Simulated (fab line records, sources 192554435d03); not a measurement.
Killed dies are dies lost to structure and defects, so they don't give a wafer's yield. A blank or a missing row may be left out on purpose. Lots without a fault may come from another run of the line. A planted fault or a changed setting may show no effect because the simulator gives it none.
Chamber matching | flow n5_finfet | N5_SD_EPI_N_ETCH_35 on rie_diel-03: 4 sister chambers
The step etches SOC in N2/H2, overetch 108 nm, time 486 s. 8 wafers are shown with their chamber, then 8 later ones without.

WAFERS WITH THEIR CHAMBER
wafer  | chamber | throttle_valve_pct (%) | showerhead_plenum_p_Torr (Torr)
L079.2 | 1       | 23.60                  | 2.55
L079.3 | 0       | 23.77                  | 2.51
L079.6 | 0       | 23.76                  | 2.51
L082.3 | 2       | 23.79                  | 2.50
L084.1 | 2       | 23.79                  | 2.49
L084.2 | 3       | 23.55                  | 2.55
L084.4 | 1       | 23.62                  | 2.55
L085.2 | 3       | 23.55                  | 2.55

WAFERS WITHOUT THEIR CHAMBER
wafer  | throttle_valve_pct (%) | showerhead_plenum_p_Torr (Torr)
L085.3 | 23.63                  | 2.55
L085.5 | 23.79                  | 2.49
L088.2 | 23.79                  | 2.49
L088.5 | 23.80                  | 2.49
L088.6 | 23.63                  | 2.55
L092.1 | 23.63                  | 2.54
L092.2 | 23.56                  | 2.54
L092.6 | 23.80                  | 2.50

WHICH CHAMBER EACH WENT THROUGH
wafer  | from the rows above | in truth
L085.3 | 1                   | 1
L085.5 | 2                   | 2
L088.2 | 2                   | 2
L088.5 | 2                   | 2
L088.6 | 1                   | 1
L092.1 | 1                   | 1
L092.2 | 3                   | 3
L092.6 | 2                   | 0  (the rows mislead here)
Placed correctly: 7 of 8. Can't be placed from these rows: 0. Placed wrongly: 1.
How it was worked out, from the rows above alone: a wafer's distance from a chamber is the root of the sum, over the readings, of the square of ((its reading less the chamber's mean) divided by the reading's scatter). The wafer belongs to the nearest chamber; if the next one is less than 2 further off, it can't be placed. A chamber's mean is the mean of its shown wafers. The scatter: the root of (the sum of the squares of (reading less its chamber's mean) over the shown wafers, divided by (wafers less chambers)).
